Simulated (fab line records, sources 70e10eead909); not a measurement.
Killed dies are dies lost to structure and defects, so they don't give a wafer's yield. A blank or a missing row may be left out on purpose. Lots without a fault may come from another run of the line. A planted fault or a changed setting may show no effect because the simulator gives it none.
fab line records | flow nand_harc
record lots=7 wafers=21 last_day=33
route steps=1302 shown A_M0@1143 END@1302
lots that met no fault: from a run of the same line without faults
start_h: hours from the record's first day to the start of the lot's first wafer shown | wait_h: hours since the lot's step before | " the same as in the row above | L1.1+2: a row that stands for several wafers | - no value, or no start given | * or withheld: withheld | < > ~ a bound
route shown NAME@n: a module of which the file shows steps, and the number in the route of the first | usual: mean/standard deviation of fault-free wafers | same: alike in all rows | chamber/n: place in a boat | sites: the reading at each site | _std_site: their standard deviation | _edge_site: outer sites' mean less inner sites' | radius_mm: how far each site lies from the wafer's centre | mask NAME#n: copy n | behind: the tool/chamber that last shaped the wafer | hold: why the lot was held/for how many hours/how that ended | device: the transistor (n, p or np) that didn't switch | end of line: the same wafers' tests at the end of the route | a step without rows: its recipe alone | killed: dies lost to structure and defects at the first sort, not the wafer's yield | map: a wafer's dies, x killed, . not, _ none there
set.NAME: the setting as run; set.NAME@STEP: as run at that earlier step | model.NAME: the simulator's own value behind a step, which no gauge read
lots at some steps of the route; a table a step, a row a wafer
services: from which hour (start_h, from the record's first day; less than 0 if before it) a tool's chamber was out of use, for how many hours, and why
## steps
# step NHARC_A_M0_EBR_05
# step NHARC_A_M0_EXPOSE_06
# recipe na=1.35 target_cd_nm=80 dose_mj=83.25 mask_id=A_M0
# step NHARC_A_M0_PEB_07
# recipe peb_temp_c=100 peb_time_s=65
# step NHARC_A_M0_DEVELOP_08
# recipe develop_time_s=35 dev_temp_c=23
# step NHARC_A_M0_CD_MEAS_09
# recipe target_cd_nm=80 landing_energy_ev=500
# usual cd_nm=80.3/0.77
# columns lot.wafer tool chamber start_h wait_h cd_nm
L264.2 cd_sem-03 0 554.01 - 79.9
L264.4 " 0 " " 78.9
L264.6 " 0 " " 78.7
L269.1 cd_sem-01 0 621.68 - 81.1
L269.3 " 0 " " 81.8
L269.5 " 0 " " 81.5
L273.3 cd_sem-02 0 666.11 - 80.8
L273.4 " 0 " " 80.8
L273.5 " 0 " " 80.5
L275.2 cd_sem-02 0 667.05 - 81.0
L275.4 " 0 " " 81.1
L275.5 " 0 " " 80.6
L276.2 cd_sem-01 0 669.38 - 80.1
L276.4 " 0 " " 80.6
L276.6 " 0 " " 81.5
L274.1 cd_sem-03 0 674.67 - 80.0
L274.2 " 0 " " 80.5
L274.3 " 0 " " 80.3
L282.3 cd_sem-03 0 740.60 - 78.7
L282.4 " 0 " " 78.7
L282.5 " 0 " " 79.8
# step NHARC_A_M0_OVL_MEAS_10
# recipe pitch_nm=160
# usual overlay_x_nm=0.1/0.71 overlay_y_nm=0.0/0.78
# columns lot.wafer tool chamber start_h wait_h overlay_x_nm overlay_y_nm
L264.2 overlay-01 - 554.10 - -1.3 0.8
L264.4 " - " " -0.7 0.2
L264.6 " - " " -0.6 1.0
L269.1 overlay-02 - 621.77 - 1.6 1.3
L269.3 " - " " 1.7 1.3
L269.5 " - " " 1.5 1.1
L273.3 overlay-01 - 666.19 - 0.5 0.4
L273.4 " - " " -0.1 0.5
L273.5 " - " " -0.4 0.1
L275.2 overlay-02 - 667.14 - -0.5 -0.8
L275.4 " - " " 0.3 -0.8
L275.5 " - " " -0.5 -0.8
L276.2 overlay-02 - 669.47 - -0.7 -0.4
L276.4 " - " " -0.8 -0.1
L276.6 " - " " -0.4 -0.7
L274.1 overlay-01 - 674.76 - -0.4 1.8
L274.2 " - " " -0.9 0.9
L274.3 " - " " -0.7 1.7
L282.3 overlay-02 - 740.69 - 0.9 0.6
L282.4 " - " " 0.7 0.1
L282.5 " - " " 0.7 0.7
# step NHARC_A_M0_INSPECT_11
# usual raw_defect_count=82/40
# columns lot.wafer tool chamber start_h wait_h raw_defect_count
L264.2 defect_inspect-01 - 554.13 0.0 125
L264.4 " - " " 123
L264.6 " - " " 104
L269.1 defect_inspect-02 - 621.81 0.0 95
L269.3 " - " " 115
L269.5 " - " " 104
L273.3 defect_inspect-02 - 666.23 0.0 46
L273.4 " - " " 39
L273.5 " - " " 46
L275.2 defect_inspect-02 - 667.18 0.0 111
L275.4 " - " " 112
L275.5 " - " " 123
L276.2 defect_inspect-01 - 669.51 0.0 106
L276.4 " - " " 116
L276.6 " - " " 101
L274.1 defect_inspect-02 - 674.79 0.0 51
L274.2 " - " " 61
L274.3 " - " " 71
L282.3 defect_inspect-01 - 740.72 0.0 12
L282.4 " - " " 15
L282.5 " - " " 28
# step NHARC_A_M0_DESCUM_14
# recipe time_s=3 o2_flow_sccm=200 ar_flow_sccm=0 bias_power_w=0 chemistry=O2
# usual drypump_motor_current_A=6.0/0.52 oes_product_au=1.004/0.01 rf_vpp_V=58.0/0.84 showerhead_plenum_p_Torr=1.95/0.055 throttle_valve_pct=11.312/0.0086
# columns lot.wafer tool chamber start_h wait_h drypump_motor_current_A oes_product_au rf_hours_counter_h rf_vpp_V showerhead_plenum_p_Torr throttle_valve_pct
L264.2 rie_diel-08 3 554.20 0.1 5.0 1.007 0 58.2 1.90 11.333
L264.4 " 0 " " 5.9 1.011 0 59.6 2.01 11.303
L264.6 " 3 " " 5.0 1.008 - 57.4 1.90 11.319
L269.3 rie_diel-08 3 621.87 0.1 5.1 0.998 4 58.1 1.90 11.295
L269.1 " 2 " " 6.8 0.982 4 57.4 2.05 11.316
L269.5 " 2 " " 6.7 0.979 - 58.5 2.05 11.307
L273.4 rie_diel-11 2 666.29 0.1 6.5 1.015 4 58.4 1.98 11.316
L273.3 " 0 " " 5.5 1.007 3 56.5 1.90 11.313
L273.5 " 2 " " 6.5 1.015 - 57.6 1.98 11.306
L275.4 rie_diel-08 1 667.26 0.1 5.5 0.997 7 57.8 2.00 11.315
L275.2 " 2 " " 6.8 1.002 8 58.0 2.05 11.307
L275.5 " 3 " " 5.1 1.006 - 57.6 1.90 11.304
L276.2 rie_diel-09 2 669.59 0.1 5.9 1.017 7 59.5 2.01 11.322
L276.6 " 3 " " 6.2 1.007 - 56.8 1.91 11.309
L276.4 " 0 " " 5.7 1.006 - 58.6 1.99 11.315
L274.2 rie_diel-11 0 674.85 0.1 5.5 0.987 4 56.5 1.90 11.309
L274.1 " 2 " " 6.5 1.009 5 57.8 1.98 11.303
L274.3 " 3 " " 6.4 1.006 5 57.4 1.86 11.318
L282.4 rie_diel-08 3 740.78 0.1 5.0 1.013 1 57.4 1.89 11.319
L282.3 " 0 " " 5.9 1.020 1 58.8 2.01 11.282
L282.5 " 3 " " 5.0 1.006 - 57.0 1.89 11.315
# step NHARC_A_M0_ETCH_34
# recipe target_depth_a=400 overetch_a=120 time_s=43.94 ion_energy_ev=200 n2_flow_sccm=150 h2_flow_sccm=150 ar_flow_sccm=0 rf_w=400 bias_w=150 chemistry=N2/H2
# usual drypump_motor_current_A=6.1/0.5 h2_flow_sccm=150.0/0.41 oes_product_au=1.002/0.01 rf_vpp_V=431.8/1.8 showerhead_plenum_p_Torr=2.09/0.062 throttle_valve_pct=14.170/0.0091
# columns lot.wafer tool chamber start_h wait_h drypump_motor_current_A h2_flow_sccm oes_product_au rf_hours_counter_h rf_vpp_V showerhead_plenum_p_Torr throttle_valve_pct
L264.2 rie_diel-08 1 554.28 0.1 5.6 149.6 0.984 0 434.8 2.13 14.173
L264.4 " 2 " " 6.8 149.4 1.002 0 434.0 2.19 14.169
L264.6 " 2 " " 6.8 150.3 1.002 - 433.3 2.19 14.183
L269.3 rie_diel-08 0 621.97 0.1 5.9 150.8 1.009 4 433.0 2.15 14.174
L269.1 " 2 " " 6.8 149.9 0.994 4 435.0 2.19 14.184
L269.5 " 0 " " 5.9 150.6 1.010 - 431.9 2.15 14.177
L273.4 rie_diel-11 3 666.38 0.1 6.4 149.8 0.998 4 429.8 1.98 14.165
L273.3 " 1 " " 6.8 150.2 1.020 4 431.7 2.12 14.182
L273.5 " 3 " " 6.4 149.1 0.998 - 429.8 1.98 14.165
L275.4 rie_diel-08 1 667.32 0.1 5.5 149.6 0.998 7 433.7 2.13 14.175
L275.2 " 3 " " 5.0 150.7 1.006 8 430.1 2.02 14.170
L275.5 " 1 " " 5.5 150.4 0.993 - 431.7 2.13 14.170
L276.2 rie_diel-09 3 669.67 0.1 6.2 149.5 1.002 7 430.3 2.03 14.185
L276.4 " 3 " " 6.2 150.1 1.006 - 430.2 2.03 14.162
L276.6 " 0 " " 5.8 149.6 1.008 - 431.9 2.13 14.167
L274.1 rie_diel-11 2 674.94 0.1 6.5 149.9 1.005 5 432.2 2.11 14.180
L274.2 " 3 " " 6.4 150.3 1.006 5 430.4 1.98 14.179
L274.3 " 1 " " 6.8 149.2 1.017 4 433.2 2.12 14.180
L282.4 rie_diel-08 1 740.88 0.1 5.5 149.3 1.002 1 433.3 2.13 14.173
L282.3 " 2 " " 6.8 149.6 1.004 1 433.3 2.18 14.165
L282.5 " 1 " " 5.6 149.4 0.996 - 432.3 2.13 14.186
# step NHARC_A_M0_ETCH_15
# recipe target_depth_a=1500 overetch_a=150 time_s=82.5 c4f8_flow_sccm=withheld ar_flow_sccm=400 rf_w=600 bias_w=300 chemistry=C4F8/Ar
# usual oes_product_au=0.954/0.022 rf_vpp_V=442.2/1.8
# columns lot.wafer tool chamber start_h wait_h oes_product_au rf_hours_counter_h rf_vpp_V
L264.4 rie_diel-08 1 - - 0.956 0 443.5
L264.2 " 2 " " 0.955 0 445.7
L264.6 " 3 " " 0.944 - 441.1
L269.1 rie_diel-08 3 - - 0.959 4 440.6
L269.3 " 2 " " 0.958 4 444.6
L269.5 " 3 " " 0.957 - 442.5
L273.3 rie_diel-11 1 - - 0.975 4 442.3
L273.4 " 3 " " 0.956 4 440.0
L273.5 " 0 " " 0.973 - 440.5
L275.2 rie_diel-08 0 - - 0.930 7 445.1
L275.4 " 2 " " 0.912 8 444.9
L275.5 " 0 " " 0.929 - 444.3
L276.2 rie_diel-09 0 - - 0.931 7 443.6
L276.6 " 3 " " 0.924 - 441.3
L276.4 " 2 " " 0.924 - 442.2
L274.3 rie_diel-11 3 - - 0.967 5 440.7
L274.2 " 0 " " 0.956 4 440.3
L274.1 " 2 " " 0.981 5 443.9
L282.3 rie_diel-08 1 - - 0.969 1 444.3
L282.4 " 2 " " 0.986 1 444.4
L282.5 " 0 " " 0.982 - 445.0
# step NHARC_A_M0_CD_MEAS_16
# usual cd_nm=80.1/0.88
# columns lot.wafer tool chamber start_h wait_h cd_nm
L264.2 cd_sem-01 - 554.50 - 79.5
L264.4 " - " " 79.4
L264.6 " - " " 79.2
L269.1 cd_sem-01 - 622.21 - 81.6
L269.3 " - " " 81.7
L269.5 " - " " 81.0
L273.3 cd_sem-02 - 666.59 - 81.4
L273.4 " - " " 81.4
L273.5 " - " " 80.9
L275.2 cd_sem-02 - 667.54 - 81.3
L275.4 " - " " 81.3
L275.5 " - " " 80.2
L276.2 cd_sem-03 - 669.93 - 78.9
L276.4 " - " " 80.4
L276.6 " - " " 81.0
L274.1 cd_sem-03 - 675.15 - 79.8
L274.2 " - " " 81.5
L274.3 " - " " 80.0
L282.3 cd_sem-02 - 741.11 - 78.7
L282.4 " - " " 79.5
L282.5 " - " " 79.9
# step NHARC_A_M0_STRIP_18
# recipe power_w=1000 n2_flow_sccm=150 h2_flow_sccm=150 ar_flow_sccm=0 bias_w=0 chemistry=N2/H2
# usual chamber_pressure_mTorr=30.002/0.026 drypump_motor_current_A=6.0/0.52 h2_flow_sccm=150.0/0.48 oes_product_au=1.003/0.0099 rf_vpp_V=90.9/0.83 showerhead_plenum_p_Torr=2.09/0.064 throttle_valve_pct=14.172/0.0095
# same bias_w=0
# columns lot.wafer tool chamber start_h wait_h chamber_pressure_mTorr drypump_motor_current_A h2_flow_sccm oes_product_au rf_hours_counter_h rf_vpp_V showerhead_plenum_p_Torr throttle_valve_pct
L264.2 rie_diel-09 2 554.57 0.1 29.985 5.9 150.4 0.989 1.6 90.8 2.15 14.168
L264.4 " 1 " " 29.994 5.7 149.7 1.020 2.8 89.3 2.06 14.182
L264.6 " 3 " " 30.046 6.2 150.0 0.992 - 90.8 2.03 14.177
L269.3 rie_diel-09 2 622.31 0.1 29.997 5.9 148.7 0.998 5.0 91.5 2.15 14.180
L269.1 " 0 " " 29.977 5.7 149.8 1.003 5.3 90.4 2.13 14.170
L269.5 " 1 " " 29.975 5.8 149.4 1.023 - 91.7 2.06 14.167
L273.3 rie_diel-11 0 666.72 0.1 30.030 5.6 149.6 1.006 3.2 90.4 2.03 14.166
L273.4 " 1 " " 30.033 6.8 149.6 1.016 3.7 90.7 2.12 14.177
L273.5 " 3 " " 30.058 6.4 149.7 1.012 - 90.1 1.98 14.170
L275.2 rie_diel-09 0 667.61 0.1 29.969 5.7 150.1 1.009 6.9 91.3 2.12 14.187
L275.4 " 0 " " 30.020 5.7 149.6 1.005 - 90.6 2.13 14.174
L275.5 " 2 " " 30.009 5.9 149.5 1.007 - 90.4 2.15 14.148
L276.2 rie_diel-08 1 670.03 0.1 29.986 5.5 149.5 0.988 8.2 91.2 2.13 14.179
L276.4 " 3 " " 29.962 5.0 150.5 1.008 8.7 91.4 2.02 14.179
L276.6 " 0 " " 29.986 5.9 149.9 0.998 - 91.6 2.14 14.160
L274.2 rie_diel-08 0 675.23 0.1 30.030 5.9 150.0 1.006 8.1 91.5 2.14 14.169
L274.1 " 1 " " 29.996 5.6 149.1 0.989 8.5 91.4 2.13 14.172
L274.3 " 2 " " 30.012 6.8 150.7 0.993 9.6 91.0 2.18 14.167
L282.3 rie_diel-11 3 741.18 0.1 30.007 6.4 150.0 0.998 10.3 90.3 1.98 14.184
L282.4 " 1 " " 29.978 6.8 150.1 1.006 7.6 89.5 2.12 14.177
L282.5 " 3 " " 29.993 6.4 150.2 1.004 - 90.0 1.97 14.162
# step NHARC_A_M0_STRIP_19
# recipe time_s=600 temp_c=30 chemistry=post_etch_residue_remover
# usual bath_heat_duty_pct=13.2/1.4 run_length_s=603.2/1.3
# columns lot.wafer tool chamber start_h wait_h bath_heat_duty_pct run_length_s
L264.4 wet_bench-09 0 554.84 - 15.1 604.8
L264.2 " 1 " " 12.4 600.3
L264.6 " 4 " " 14.1 603.8
L269.5 wet_bench-06 7 622.57 - 12.3 602.9
L269.3 " 0 " " 14.6 602.5
L269.1 " 2 " " 11.5 604.7
L273.5 wet_bench-06 2 666.95 - - -
L273.3 " 5 " " - -
L273.4 " 6 " " - -
L275.2 wet_bench-06 4 667.95 - - -
L275.5 " 5 " " - -
L275.4 " 6 " " - -
L276.2 wet_bench-09 6 670.28 - - -
L276.6 " 1 " " - -
L276.4 " 3 " " - -
L274.3 wet_bench-09 1 675.51 - 12.9 602.1
L274.1 " 2 " " 14.1 604.2
L274.2 " 4 " " 15.1 603.6
L282.4 wet_bench-09 0 741.46 - 15.0 604.7
L282.5 " 1 " " 12.6 601.5
L282.3 " 3 " " 12.5 603.2
# step NHARC_A_M0_DEGAS_28
# recipe temp_c=250 time_s=60
# usual heater_power_w=328/27 susceptor_temp_C=250.00/0.19
# columns lot.wafer tool chamber start_h wait_h heater_power_w susceptor_temp_C
L264.4 pvd_sputter-01 - 555.11 - 306 250.31
L264.2 " - " " 354 250.10
L264.6 " - " " 334 249.81
L269.3 pvd_sputter-02 - 622.83 - 312 249.76
L269.1 " - " " 336 249.82
L269.5 " - " " 345 249.67
L273.3 pvd_sputter-03 - 667.21 0.2 295 249.91
L273.4 " - " " 338 250.07
L273.5 " - " " 339 250.11
L275.2 pvd_sputter-03 - 668.21 0.3 291 250.11
L275.4 " - " " 350 250.01
L275.5 " - " " 294 250.19
L276.4 pvd_sputter-03 - 670.55 0.2 337 249.79
L276.2 " - " " 350 250.23
L276.6 " - " " 338 249.91
L274.2 pvd_sputter-02 - 675.78 - 342 249.71
L274.3 " - " " 344 249.99
L274.1 " - " " 312 249.89
L282.3 pvd_sputter-03 - 741.73 - 333 249.78
L282.4 " - " " 349 250.06
L282.5 " - " " 338 249.74
# step NHARC_END_SORT_01
# recipe temp_c=25
# usual defect_limited_yield=91.1/2.9 killed_at_array=55/20 killed_at_other=1.1/1.2 killed_at_periphery=3.8/2.8 killed_dies=60/19 killed_open=3.4/1.9 killed_short=2.2/1.5
# same gross_dies=677
# columns lot.wafer tool chamber start_h wait_h defect_limited_yield[%] killed_at_array killed_at_other killed_at_periphery killed_dies killed_open killed_short
L264.2 prober-01 0 593.08 2.8 90.3 61 0 5 66 5 2
L264.4 prober-01 0 594.70 3.4 91.4 52 0 6 58 2 2
L264.6 prober-01 0 596.32 4.1 91.1 56 0 4 60 2 2
L269.1 prober-01 0 662.92 2.5 89.2 71 1 1 73 4 2
L269.3 prober-01 0 664.51 3.1 88.2 78 1 1 80 2 1
L269.5 prober-01 0 666.11 3.7 88.5 76 0 2 78 2 1
L276.6 prober-01 0 709.23 4.0 92.6 45 1 4 50 3 2
L273.3 prober-01 0 714.64 3.1 94.1 35 1 4 40 8 1
L273.4 prober-01 0 715.45 3.4 93.9 39 1 1 41 3 2
L273.5 prober-01 0 716.26 3.7 93.9 39 1 1 41 2 2
L274.1 prober-02 0 716.73 2.5 93.5 38 3 3 44 3 1
L274.2 prober-02 0 717.54 2.8 92.6 47 1 2 50 3 1
L274.3 prober-02 0 718.35 3.1 92.8 47 2 0 49 3 2
L282.3 prober-02 0 782.85 3.1 96.5 19 2 3 24 7 1
L282.4 prober-02 0 783.65 3.4 96.9 15 2 4 21 3 1
L282.5 prober-02 0 784.45 3.7 95.7 27 2 0 29 4 3
# killed by level:class
L264.2 A_CHANNEL_HOLE_D1:chamber_film_flake=31 A_CHANNEL_HOLE_D2:chamber_film_flake=19 A_ONON_D1:geometric_particle:open=3 A_STAIRCASE:chamber_film_flake=3 P_ZERO_WELL:chamber_film_flake=2 A_SLIT:chamber_film_flake=2 P_M0:geometric_particle:short=1 P_M0:geometric_particle:open=1
L264.4 A_CHANNEL_HOLE_D1:chamber_film_flake=20 A_CHANNEL_HOLE_D2:chamber_film_flake=19 A_STAIRCASE:chamber_film_flake=4 A_CONTACT:chamber_film_flake=4 P_ZERO_WELL:chamber_film_flake=2 P_STI:chamber_film_flake=2 A_M0:chamber_film_flake=2 P_M0:geometric_particle:open=1
L264.6 A_CHANNEL_HOLE_D1:chamber_film_flake=22 A_CHANNEL_HOLE_D2:chamber_film_flake=20 A_STAIRCASE:chamber_film_flake=7 A_M0:chamber_film_flake=4 P_GATE:geometric_particle:open=1 P_GATE:geometric_particle:short=1 P_CONTACT:geometric_particle:open=1 A_CHANNEL_HOLE_D2:geometric_particle:short=1
L269.1 A_CHANNEL_HOLE_D1:chamber_film_flake=29 A_SLIT:chamber_film_flake=29 A_CONTACT:chamber_film_flake=3 P_GATE:geometric_particle:open=1 A_ONON_D2:geometric_particle:open=1 A_CONTACT:geometric_particle:short=1 A_CONTACT:geometric_particle:open=1 A_M0:geometric_particle:open=1
L269.3 A_CHANNEL_HOLE_D1:chamber_film_flake=33 A_SLIT:chamber_film_flake=33 A_CONTACT:chamber_film_flake=5 A_STAIRCASE:chamber_film_flake=3 A_CHANNEL_FILL_D1:geometric_particle:open=1 A_ONON_D2:geometric_particle:open=1 A_CHANNEL_HOLE_D2:geometric_particle:short=1 P_ZERO_WELL:chamber_film_flake=1
L269.5 A_CHANNEL_HOLE_D1:chamber_film_flake=31 A_SLIT:chamber_film_flake=30 A_CONTACT:chamber_film_flake=6 A_CHANNEL_HOLE_D2:unspecified=3 P_STI:chamber_film_flake=2 A_SOURCE_PLATE:geometric_particle:open=1 A_CHANNEL_HOLE_D1:geometric_particle:short=1 A_CHANNEL_FILL_D1:geometric_particle:open=1
L276.6 A_SLIT:chamber_film_flake=20 A_CHANNEL_HOLE_D2:chamber_film_flake=14 A_CHANNEL_HOLE_D1:chamber_film_flake=7 P_ZERO_WELL:chamber_film_flake=2 P_M0:geometric_particle:open=1 P_M1:geometric_particle:short=1 A_ONON_D1:geometric_particle:open=1 A_WL_FILL:geometric_particle:short=1
L273.3 A_CHANNEL_HOLE_D2:chamber_film_flake=15 A_CHANNEL_HOLE_D1:chamber_film_flake=8 A_SLIT:chamber_film_flake=3 P_GATE:geometric_particle:open=2 P_M0:geometric_particle:open=2 A_M0:geometric_particle:open=2 A_CONTACT:chamber_film_flake=2 A_DECK1_JOINT:geometric_particle:open=1
L273.4 A_CHANNEL_HOLE_D2:chamber_film_flake=20 A_CHANNEL_HOLE_D1:chamber_film_flake=6 A_SLIT:chamber_film_flake=5 A_STAIRCASE:chamber_film_flake=2 P_M0:geometric_particle:open=1 A_CHANNEL_HOLE_D1:geometric_particle:short=1 A_DECK1_JOINT:geometric_particle:open=1 A_CHANNEL_FILL_D2:geometric_particle:short=1
L273.5 A_CHANNEL_HOLE_D2:chamber_film_flake=19 A_CHANNEL_HOLE_D1:chamber_film_flake=12 A_STAIRCASE:chamber_film_flake=2 A_SLIT:chamber_film_flake=2 P_M0:geometric_particle:open=1 A_DECK1_JOINT:geometric_particle:short=1 A_ONON_D2:geometric_particle:short=1 A_SGD_CUT:geometric_particle:open=1
L274.1 A_CHANNEL_HOLE_D1:chamber_film_flake=29 THIN_TSV:chamber_film_flake=3 P_M2:chamber_film_flake=2 A_SLIT:chamber_film_flake=2 A_DECK1_JOINT:geometric_particle:open=1 A_CHANNEL_FILL_D2:geometric_particle:short=1 A_WL_FILL:geometric_particle:open=1 A_M0:geometric_particle:open=1
L274.2 A_CHANNEL_HOLE_D1:chamber_film_flake=30 A_SLIT:chamber_film_flake=8 A_SGD_CUT:geometric_particle:open=2 A_DECK1_JOINT:chamber_film_flake=2 A_CHANNEL_FILL_D1:geometric_particle:short=1 A_WL_FILL:geometric_particle:open=1 P_GATE:chamber_film_flake=1 P_M0:chamber_film_flake=1
L274.3 A_CHANNEL_HOLE_D1:chamber_film_flake=30 A_CHANNEL_FILL_D1:chamber_film_flake=4 A_CONTACT:chamber_film_flake=4 A_DECK1_JOINT:chamber_film_flake=2 A_SLIT:chamber_film_flake=2 THIN_TSV:chamber_film_flake=2 A_CHANNEL_HOLE_D1:geometric_particle:open=1 A_CHANNEL_FILL_D1:geometric_particle:short=1
L282.3 A_SLIT:chamber_film_flake=6 A_CHANNEL_FILL_D1:chamber_film_flake=3 A_CHANNEL_FILL_D2:geometric_particle:open=2 P_CONTACT:geometric_particle:open=1 P_M0:geometric_particle:open=1 A_DECK1_JOINT:geometric_particle:open=1 A_CHANNEL_HOLE_D2:geometric_particle:open=1 A_WL_FILL:geometric_particle:short=1
L282.4 A_SLIT:chamber_film_flake=6 P_BONDPAD:chamber_film_flake=3 A_STAIRCASE:chamber_film_flake=2 THIN_TSV:chamber_film_flake=2 A_ONON_D2:geometric_particle:short=1 A_CHANNEL_FILL_D2:geometric_particle:open=1 A_WL_FILL:geometric_particle:open=1 A_M0:geometric_particle:open=1
L282.5 A_STAIRCASE:chamber_film_flake=7 A_SLIT:chamber_film_flake=7 A_WL_FILL:geometric_particle:short=2 A_CHANNEL_FILL_D1:chamber_film_flake=2 A_WL_FILL:chamber_film_flake=2 THIN_TSV:chamber_film_flake=2 A_ONON_D1:geometric_particle:open=1 A_CHANNEL_FILL_D1:geometric_particle:open=1
## services
# columns tool chamber start_h hours kind
rie_diel-08 - 544.81 9.0 pm
rie_diel-08 0 544.81 9.0 vent_cycle
rie_diel-08 1 544.81 9.0 vent_cycle
rie_diel-08 2 544.81 9.0 vent_cycle
wet_bench-06 - 545.60 8.0 pm
pvd_sputter-01 - 571.49 10.4 repair
rie_diel-08 0 579.45 3.8 repair
pvd_sputter-01 - 582.92 10.0 pm
rie_diel-09 0 589.79 1.5 repair
rie_diel-11 - 609.50 9.0 pm
rie_diel-08 1 615.17 13.5 repair
rie_diel-09 - 618.97 0.8 repair
pvd_sputter-03 - 637.47 4.3 repair
pvd_sputter-02 - 638.96 10.0 pm
rie_diel-09 - 658.58 1.9 repair
rie_diel-09 1 664.22 12.5 repair
rie_diel-09 - 674.15 9.0 pm
pvd_sputter-02 - 683.60 11.2 repair
pvd_sputter-03 - 704.04 10.0 pm
wet_bench-09 - 704.80 8.0 pm
pvd_sputter-01 - 710.34 7.1 repair
wet_bench-06 - 721.60 8.0 pm
rie_diel-08 - 721.81 9.0 pm
pvd_sputter-02 - 727.74 30.5 repair
## key
first_sign step=NHARC_A_M0_STRIP_19 reading=tool_record direction=missing
effect none on later readings
met_at NHARC_A_M0_STRIP_19
struck_wafers L273.3,L273.4,L273.5,L275.2,L275.4,L275.5,L276.2,L276.4,L276.6
onset_between 622.57 666.95
fault kind=skipped_step_whole tool=wet_bench-06,wet_bench-09 chamber=- onset_h=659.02 steps=NHARC_A_M0_STRIP_19 scope=struck_lots_only
